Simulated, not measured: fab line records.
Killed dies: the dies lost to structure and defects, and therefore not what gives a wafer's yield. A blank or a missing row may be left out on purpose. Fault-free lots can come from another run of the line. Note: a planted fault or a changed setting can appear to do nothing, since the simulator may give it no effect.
Matching of chambers -- flow n5Finfet -- 4 sister chambers for N5_BEOL_M4_VIA_ETCH_34 on rieDiel-01
The step etches the open film in C4F6/O2, target depth 69.4 nm, time 65.9 s. 8 wafers are shown with their chamber, then 11 later ones without.

== WAFERS WITH THEIR CHAMBER ==
wafer,chamber,showerheadPlenumPTorr (Torr),rfVppV (V)
L079.4,1,2.71,641
L080.4,1,2.71,640
L084.2,0,2.97,668
L084.3,3,2.89,676
L087.2,2,2.99,668
L087.3,0,2.96,666
L087.5,3,2.89,678
L089.1,2,2.99,671

== WAFERS WITHOUT THEIR CHAMBER ==
wafer,showerheadPlenumPTorr (Torr),rfVppV (V)
L089.5,2.88,677
L089.6,2.99,669
L091.3,3.05,652
L091.4,2.96,667
L091.6,3.05,652
L093.3,2.98,669
L093.4,3.04,651
L093.6,2.88,677
L096.1,2.88,677
L096.5,2.98,670
L096.6,3.04,652

== EACH ONE'S CHAMBER ==
wafer,from the rows above,in truth
L089.5,3,3
L089.6,2,2
L091.3,2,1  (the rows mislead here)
L091.4,0,0
L091.6,2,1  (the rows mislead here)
L093.3,can't be placed: 2 or 0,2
L093.4,2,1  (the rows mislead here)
L093.6,3,3
L096.1,3,3
L096.5,can't be placed: 2 or 0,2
L096.6,2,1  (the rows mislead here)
5 of 11 placed correctly. From these rows, 2 cannot be placed; in 2 the true chamber is one of the candidates. 4 placed wrongly.
How it was worked out, from the rows above alone: a wafer's distance from a chamber is the root of the sum, over the readings, of the square of ((its reading less the chamber's mean) divided by the reading's scatter). The wafer belongs to the nearest chamber; if the next one is less than 2 further off, it can't be placed. For every chamber, the mean is computed from those of its wafers that are shown. The scatter: the root of (the sum of the squares of (reading less its chamber's mean) over the shown wafers, divided by (wafers less chambers)).
